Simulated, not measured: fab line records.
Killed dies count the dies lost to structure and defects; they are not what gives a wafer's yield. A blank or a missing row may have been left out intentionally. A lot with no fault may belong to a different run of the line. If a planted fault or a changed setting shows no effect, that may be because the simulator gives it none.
fab line records -- flow n5_finfet
[record] lots = 6, wafers = 18, last_day = 19
route steps=1938 shown BEOL_M6@1241
lots that met no fault: from a run of the same line without faults
start_h: the number of hours between the record's first day and the start of the first shown wafer of the lot -- wait_h: how many hours have passed since the lot's step before this one -- " identical to the entry in the row above -- L1.1+2: a single row standing in for several wafers -- - no value, or no start was given -- * or withheld: withheld -- < > ~ a bound
route shown NAME@n: a module of which the file shows steps, and the number in the route of the first -- usual: mean/standard deviation of fault-free wafers -- same: alike in all rows -- chamber/n: place in a boat -- sites: the reading at each site -- _std_site: how widely they spread, as a standard deviation -- _edge_site: inner sites' mean taken away from outer sites' mean -- radius_mm: for every site, how far away it sits from the centre of the wafer -- mask NAME#n: copy n -- behind: the most recent tool/chamber to have shaped the wafer -- hold: why the lot went on hold/how many hours it stayed there/how the hold came to an end -- device: transistor that didn't switch, given as n, p or np -- end of line: the tests these same wafers got at the end of their route -- step lacking rows: just its recipe -- killed: the dies lost at the first sort to structure and to defects; this is not the yield of the wafer -- map: per-die view of a wafer (x killed, . not killed, _ where there is no die)
set.NAME: the setting as run; set.NAME@STEP: as run at that earlier step -- model.NAME: the simulator's own value behind a step, which no gauge read
certain route steps with their lots: each step a table, each wafer a row
services: when a tool's chamber went out of use (start_h, in hours from the record's first day, below 0 if earlier), for how many hours, and the reason
[[steps]]
[step N5_BEOL_M6_STRIP_80]
[recipe] chemistry = N2/H2, time_s = 10, power_w = 450, temp_c = 40, pressure_mtorr = 20, rf_frequency_hz = 6e+07, bias_power_w = 7, n2_flow_sccm = 200, h2_flow_sccm = 200
[step N5_BEOL_M6_OCD_MEAS_38]
[usual] trench_depth_nm = 95.1/2
lot.wafer,tool,chamber,start_h,wait_h,trench_depth_nm
L550.1,ocd-02,-,193.31,-,98.9
L550.2,ocd-02,-,193.31,-,94.6
L550.5,ocd-02,-,193.31,-,94.5
L568.1,ocd-02,-,312.05,-,96.4
L568.2,ocd-02,-,312.05,-,97.0
L568.6,ocd-02,-,312.05,-,96.6
L563.1,ocd-02,-,320.56,-,91.9
L563.2,ocd-02,-,320.56,-,96.8
L563.4,ocd-02,-,320.56,-,96.6
L565.4,ocd-02,-,335.31,-,95.6
L565.5,ocd-02,-,335.31,-,95.3
L565.6,ocd-02,-,335.31,-,96.0
L560.1,ocd-02,-,352.42,-,96.4
L560.2,ocd-02,-,352.42,-,96.3
L560.6,ocd-02,-,352.42,-,96.8
L571.2,ocd-01,-,356.84,-,95.7
L571.4,ocd-01,-,356.84,-,96.4
L571.5,ocd-01,-,356.84,-,95.6
[step N5_BEOL_M6_HM_STRIP_39]
[recipe] chemistry = peroxide_tin_strip, material = TiN, target_depth_a = 250, temp_c = 50, time_s = 158
[step N5_BEOL_M6_SRD_40]
[recipe] time_s = 30, temp_c = 23, rinse_liquid = diw, dry = ipa_marangoni
[step N5_BEOL_M6_PRECLEAN_42]
[recipe] chemistry = residue_remover, time_s = 60, temp_c = 40
[step N5_BEOL_M6_SRD_43]
[recipe] time_s = 30, temp_c = 23, rinse_liquid = diw, dry = ipa_marangoni
[step N5_BEOL_M6_CD_MEAS_35]
[recipe] target_cd_nm = 40, target_cd_y_nm = 28, polarity = opening
[usual] cd_nm = 40.2/0.6
lot.wafer,tool,chamber,start_h,wait_h,cd_nm
L550.1,cd_sem-01,-,193.47,0.0,40.2
L550.2,cd_sem-01,-,193.47,0.0,40.2
L550.5,cd_sem-01,-,193.47,0.0,40.3
L568.1,cd_sem-03,-,312.20,0.0,39.5
L568.2,cd_sem-03,-,312.20,0.0,40.2
L568.6,cd_sem-03,-,312.20,0.0,40.3
L563.1,cd_sem-02,-,320.72,0.0,40.9
L563.2,cd_sem-02,-,320.72,0.0,40.0
L563.4,cd_sem-02,-,320.72,0.0,40.7
L565.4,cd_sem-03,-,335.46,0.0,40.2
L565.5,cd_sem-03,-,335.46,0.0,40.6
L565.6,cd_sem-03,-,335.46,0.0,41.5
L560.1,cd_sem-01,-,352.58,0.0,40.4
L560.2,cd_sem-01,-,352.58,0.0,40.4
L560.6,cd_sem-01,-,352.58,0.0,40.8
L571.2,cd_sem-02,-,356.99,0.0,40.1
L571.4,cd_sem-02,-,356.99,0.0,41.1
L571.5,cd_sem-02,-,356.99,0.0,40.5
[step N5_BEOL_M6_CURE_75]
[recipe] temp_c = 370, time_s = 120, ambient = DMADMS/He, material = SiCOH_lowk
[usual] lamp_power_pct = 52.32/0.05, wafer_temp_C_max = 372.0/0.9
lot.wafer,tool,chamber,start_h,wait_h,lamp_power_pct,wafer_temp_C_max
L550.1,uv_cure-01,2,193.51,0.0,52.32,372.8
L550.2,uv_cure-01,2,193.51,0.0,52.27,372.1
L550.5,uv_cure-01,2,193.51,0.0,52.34,373.7
L568.1,uv_cure-03,0,312.24,0.0,52.29,372.2
L568.2,uv_cure-03,0,312.24,0.0,52.41,371.8
L568.6,uv_cure-03,0,312.24,0.0,52.41,371.5
L563.1,uv_cure-02,1,320.76,0.0,52.29,373.3
L563.2,uv_cure-02,1,320.76,0.0,52.30,372.5
L563.4,uv_cure-02,1,320.76,0.0,52.40,372.5
L565.4,uv_cure-03,1,335.65,0.2,52.34,371.6
L565.5,uv_cure-03,1,335.65,0.2,52.32,371.8
L565.6,uv_cure-03,1,335.65,0.2,52.26,372.0
L560.1,uv_cure-02,2,352.86,0.3,52.33,371.2
L560.2,uv_cure-02,2,352.86,0.3,52.42,371.3
L560.6,uv_cure-02,2,352.86,0.3,52.31,370.9
L571.2,uv_cure-02,2,357.09,0.1,52.26,371.3
L571.4,uv_cure-02,2,357.09,0.1,52.25,371.6
L571.5,uv_cure-02,2,357.09,0.1,52.30,370.9
[step N5_BEOL_M6_DEGAS_44]
[recipe] ambient = vacuum, temp_c = 250, time_s = 60
[usual] heater_power_w = 336/20
lot.wafer,tool,chamber,start_h,wait_h,heater_power_w
L550.1,pvd_sputter-02,-,193.83,0.3,316
L550.2,pvd_sputter-02,-,193.83,0.3,309
L550.5,pvd_sputter-02,-,193.83,0.3,341
L568.1,pvd_sputter-01,-,312.77,0.5,299
L568.2,pvd_sputter-01,-,312.77,0.5,324
L568.6,pvd_sputter-01,-,312.77,0.5,318
L563.1,pvd_sputter-03,-,321.42,0.6,367
L563.2,pvd_sputter-03,-,321.42,0.6,352
L563.4,pvd_sputter-03,-,321.42,0.6,362
L565.4,pvd_sputter-03,-,335.84,0.1,352
L565.5,pvd_sputter-03,-,335.84,0.1,350
L565.6,pvd_sputter-03,-,335.84,0.1,340
L560.1,pvd_sputter-03,-,353.46,0.6,361
L560.2,pvd_sputter-03,-,353.46,0.6,352
L560.6,pvd_sputter-03,-,353.46,0.6,326
L571.2,pvd_sputter-03,-,357.42,0.3,328
L571.4,pvd_sputter-03,-,357.42,0.3,367
L571.5,pvd_sputter-03,-,357.42,0.3,318
[step N5_BEOL_M6_PRE_CLEAN_45]
[recipe] gas = H2/He, time_s = 30, temp_c = 250
[usual] heater_power_w = 335/21
lot.wafer,tool,chamber,start_h,wait_h,heater_power_w
L550.1,pvd_sputter-02,-,193.87,0.0,310
L550.2,pvd_sputter-02,-,193.87,0.0,315
L550.5,pvd_sputter-02,-,193.87,0.0,345
L568.1,pvd_sputter-01,-,312.81,0.0,297
L568.2,pvd_sputter-01,-,312.81,0.0,312
L568.6,pvd_sputter-01,-,312.81,0.0,317
L563.1,pvd_sputter-03,-,321.46,0.0,361
L563.2,pvd_sputter-03,-,321.46,0.0,355
L563.4,pvd_sputter-03,-,321.46,0.0,350
L565.4,pvd_sputter-03,-,335.88,0.0,357
L565.5,pvd_sputter-03,-,335.88,0.0,360
L565.6,pvd_sputter-03,-,335.88,0.0,354
L560.1,pvd_sputter-03,-,353.50,0.0,358
L560.2,pvd_sputter-03,-,353.50,0.0,347
L560.6,pvd_sputter-03,-,353.50,0.0,330
L571.2,pvd_sputter-03,-,357.46,0.0,322
L571.4,pvd_sputter-03,-,357.46,0.0,357
L571.5,pvd_sputter-03,-,357.46,0.0,328
[step N5_BEOL_M6_ALD_77]
[recipe] material = TaN, target_thk_a = 20, temp_c = 275, ald_precursor_family = PDMAT, ald_co_reactant = NH3, pressure_torr = 3, carrier_flow_sccm = 1500, pulse_time_s = 2, purge_time_s = 3, co_reactant_purge_time_s = 2, co_reactant_pulse_time_s = 3, ald_cycles = 40, precursor_vessel_temp_c = 75, precursor_vessel_pressure_torr = 26.25, precursor_vessel_carrier_sccm = 1000
[step N5_BEOL_M6_SURFACE_TREAT_79]
[recipe] gas = Ar, time_s = *, ion_energy_ev = *, ion_current_ma_cm2 = 0.5, pressure_mtorr = *, ar_flow_sccm = 30
[usual] pressure_mtorr = *, throttle_valve_pct = *
lot.wafer,tool,chamber,start_h,wait_h,pressure_mtorr,throttle_valve_pct
L550.1,pvd_sputter-03,-,194.21,0.2,*,*
L550.2,pvd_sputter-03,-,194.21,0.2,*,*
L550.5,pvd_sputter-03,-,194.21,0.2,*,*
L568.1,pvd_sputter-03,-,313.15,0.2,*,*
L568.2,pvd_sputter-03,-,313.15,0.2,*,*
L568.6,pvd_sputter-03,-,313.15,0.2,*,*
L563.1,pvd_sputter-02,-,321.81,0.2,*,*
L563.2,pvd_sputter-02,-,321.81,0.2,*,*
L563.4,pvd_sputter-02,-,321.81,0.2,*,*
L565.4,pvd_sputter-01,-,336.51,0.5,*,*
L565.5,pvd_sputter-01,-,336.51,0.5,*,*
L565.6,pvd_sputter-01,-,336.51,0.5,*,*
L560.1,pvd_sputter-01,-,353.97,0.2,*,*
L560.2,pvd_sputter-01,-,353.97,0.2,*,*
L560.6,pvd_sputter-01,-,353.97,0.2,*,*
L571.2,pvd_sputter-02,-,357.81,0.2,*,*
L571.4,pvd_sputter-02,-,357.81,0.2,*,*
L571.5,pvd_sputter-02,-,357.81,0.2,*,*
[step N5_BEOL_M6_CVD_78]
[recipe] material = Co, target_thk_a = 20, temp_c = withheld, precursor = CCTBA/H2, pressure_torr = 30, time_s = 142.3
[usual] run_length_s = 165.2/0.34
lot.wafer,tool,chamber,start_h,wait_h,run_length_s
L550.1,cvd_co-01,1,194.27,0.0,164.6
L550.2,cvd_co-01,0,194.27,0.0,165.3
L550.5,cvd_co-01,0,194.27,0.0,165.2
L568.1,cvd_co-02,2,313.26,0.1,165.2
L568.2,cvd_co-02,0,313.26,0.1,165.2
L568.6,cvd_co-02,1,313.26,0.1,165.7
L563.1,cvd_co-02,0,321.99,0.2,165.2
L563.2,cvd_co-02,1,321.99,0.2,168.2
L563.4,cvd_co-02,2,321.99,0.2,165.3
L565.4,cvd_co-01,2,336.85,0.3,165.0
L565.5,cvd_co-01,0,336.85,0.3,165.9
L565.6,cvd_co-01,2,336.85,0.3,165.6
L560.1,cvd_co-02,2,354.05,0.1,165.4
L560.2,cvd_co-02,0,354.05,0.1,167.9
L560.6,cvd_co-02,2,354.05,0.1,168.2
L571.2,cvd_co-01,0,357.94,0.1,165.2
L571.4,cvd_co-01,2,357.94,0.1,165.0
L571.5,cvd_co-01,1,357.94,0.1,165.1
[step N5_BEOL_M6_SPUTTER_48]
[recipe] material = Cu, target_thk_a = 100, temp_c = -20, bias_v = 60, power_w = 26000, chamber_pressure_pa = 0.13, time_s = 1.667
[usual] chuck_sensor_temp_C = -15.88/0.28, throttle_valve_pct = 29.8/0.97
lot.wafer,tool,chamber,start_h,wait_h,chuck_sensor_temp_C,throttle_valve_pct
L550.1,pvd_sputter-03,-,194.39,0.1,-15.22,28.1
L550.2,pvd_sputter-03,-,194.39,0.1,-16.35,31.4
L550.5,pvd_sputter-03,-,194.39,0.1,-15.82,31.1
L568.1,pvd_sputter-01,-,313.38,0.1,-16.18,30.5
L568.2,pvd_sputter-01,-,313.38,0.1,-15.79,30.2
L568.6,pvd_sputter-01,-,313.38,0.1,-15.75,29.9
L563.1,pvd_sputter-02,-,322.15,0.1,-15.96,30.4
L563.2,pvd_sputter-02,-,322.15,0.1,-15.40,29.1
L563.4,pvd_sputter-02,-,322.15,0.1,-16.02,29.3
L565.4,pvd_sputter-02,-,337.87,1.0,-15.96,29.3
L565.5,pvd_sputter-02,-,337.87,1.0,-16.13,31.0
L565.6,pvd_sputter-02,-,337.87,1.0,-15.46,29.0
L560.1,pvd_sputter-01,-,354.16,0.1,-15.80,30.3
L560.2,pvd_sputter-01,-,354.16,0.1,-15.90,31.5
L560.6,pvd_sputter-01,-,354.16,0.1,-15.93,30.1
L571.2,pvd_sputter-03,-,358.28,0.3,-15.41,28.3
L571.4,pvd_sputter-03,-,358.28,0.3,-15.87,31.2
L571.5,pvd_sputter-03,-,358.28,0.3,-15.80,29.0
[[services]]
tool,chamber,start_h,hours,kind
uv_cure-02,-,173.56,2.8,pm
cvd_co-01,-,177.96,0.5,repair
cvd_co-02,-,180.74,0.7,repair
cvd_co-01,0,228.17,7.7,repair
uv_cure-03,-,252.65,0.8,repair
uv_cure-01,-,272.32,13.0,repair
pvd_sputter-01,-,273.00,6.9,repair
uv_cure-02,-,287.62,10.7,repair
uv_cure-01,-,287.82,0.8,repair
pvd_sputter-01,-,303.61,2.6,repair
cvd_co-01,-,323.24,2.8,repair
cvd_co-01,1,333.33,-,clean
cvd_co-01,1,333.33,22.0,scheduled_down
cvd_co-01,1,333.33,22.0,vent_cycle
cvd_co-02,-,337.23,3.6,repair
pvd_sputter-01,-,340.71,0.5,repair
cvd_co-02,-,354.84,6.0,pm
[[key]]
[first_sign] step = N5_BEOL_M6_CVD_78, reading = run_length_s, direction = up, sigmas = 8.6, usual = *, struck = *
effect none on later readings
met_at N5_BEOL_M6_CVD_78
struck_wafers L560.2,L560.6,L563.2
onset_between 313.26 321.99
[fault] kind = process_parameter_drift, tool = cvd_co-02, chamber = -, onset_h = 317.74, steps = N5_BEOL_M6_CVD_78, channel = time_s, offset = *, shape = step, end_h = 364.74, scope = struck_wafers_only, acts_in = *, stated = *
